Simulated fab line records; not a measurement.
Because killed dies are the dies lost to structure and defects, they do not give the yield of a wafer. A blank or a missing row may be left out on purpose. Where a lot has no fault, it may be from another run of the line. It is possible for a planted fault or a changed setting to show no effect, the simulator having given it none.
Chamber matching | flow nandHarc | 4 sister chambers for NHARC_A_STAIRCASE_ALD_415 on aldHk-02
The step deposits SiO2, target thk 30 nm, pulse time 6 s, ald cycles 300. 4 wafers are shown with their chamber, then 8 later ones without.

## EACH WAFER AND ITS CHAMBER
wafer  | chamber | heaterPowerW (W)
L083.1 | 0       | 436
L083.5 | 2       | 499
L083.6 | 3       | 483
L084.2 | 1       | 499

## WAFERS MISSING THEIR CHAMBER
wafer  | heaterPowerW (W)
L084.3 | 433
L084.4 | 507
L085.1 | 489
L085.3 | 426
L085.4 | 515
L088.1 | 485
L088.2 | 493
L088.4 | 503

## EACH ONE'S CHAMBER
wafer  | from the rows above          | in truth
L084.3 | 0                            | 0
L084.4 | can't be placed: 1 or 2 or 3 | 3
L085.1 | can't be placed: 3 or 1 or 2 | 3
L085.3 | 0                            | 0
L085.4 | can't be placed: 1 or 2 or 3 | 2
L088.1 | can't be placed: 3 or 1 or 2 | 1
L088.2 | can't be placed: 1 or 2 or 3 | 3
L088.4 | can't be placed: 1 or 2 or 3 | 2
Correct placement for 2 of the 8. From these rows, 6 cannot be placed; in 6 the true chamber is one of the candidates. 0 placed wrongly.
How it was worked out, from the rows above alone: a wafer's distance from a chamber is the root of the sum, over the readings, of the square of ((its reading less the chamber's mean) divided by the reading's scatter). The wafer belongs to the nearest chamber; if the next one is less than 2 further off, it can't be placed. For every chamber, the mean is computed from those of its wafers that are shown. The scatter: with one shown wafer a chamber, the root of the mean of the squares of how far each hidden wafer lies from its nearest shown one.
